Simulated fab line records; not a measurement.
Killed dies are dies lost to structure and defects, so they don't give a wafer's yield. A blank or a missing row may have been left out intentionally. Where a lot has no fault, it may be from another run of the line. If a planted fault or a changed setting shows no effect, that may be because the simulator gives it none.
Chamber matching	flow nand harc	NHARC_A_BLC_STRIP_21 on rie diel-06: 4 sister chambers
The step strips in O2. 4 wafers are shown with their chamber, then 10 later ones without.

## WAFERS PAIRED WITH THEIR CHAMBERS
wafer	chamber	showerhead plenum p Torr (Torr)
L080.1	3	3.33
L081.1	2	3.49
L094.1	0	3.61
L094.2	1	3.61

## WAFERS WITH NO CHAMBER GIVEN
wafer	showerhead plenum p Torr (Torr)
L094.3	3.48
L096.1	3.48
L096.4	3.61
L096.6	3.61
L095.3	3.61
L095.4	3.32
L095.6	3.32
L097.1	3.61
L097.4	3.48
L097.5	3.32

## THE CHAMBER EACH PASSED THROUGH
wafer	from the rows above	in truth
L094.3	2	2
L096.1	2	2
L096.4	can't be placed: 0 or 1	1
L096.6	can't be placed: 0 or 1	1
L095.3	can't be placed: 0 or 1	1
L095.4	3	3
L095.6	3	3
L097.1	can't be placed: 0 or 1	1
L097.4	2	2
L097.5	3	3
Correct placement for 6 of the 10. Not placeable from these rows: 4 (in 4, the candidates include the true chamber). Number placed wrongly: 0.
How it was worked out, from the rows above alone: a wafer's distance from a chamber is the root of the sum, over the readings, of the square of ((its reading less the chamber's mean) divided by the reading's scatter). The wafer belongs to the nearest chamber; if the next one is less than 2 further off, it can't be placed. The mean given for a chamber averages the wafers shown for that chamber. The scatter: with one shown wafer a chamber, the root of the mean of the squares of how far each hidden wafer lies from its nearest shown one.
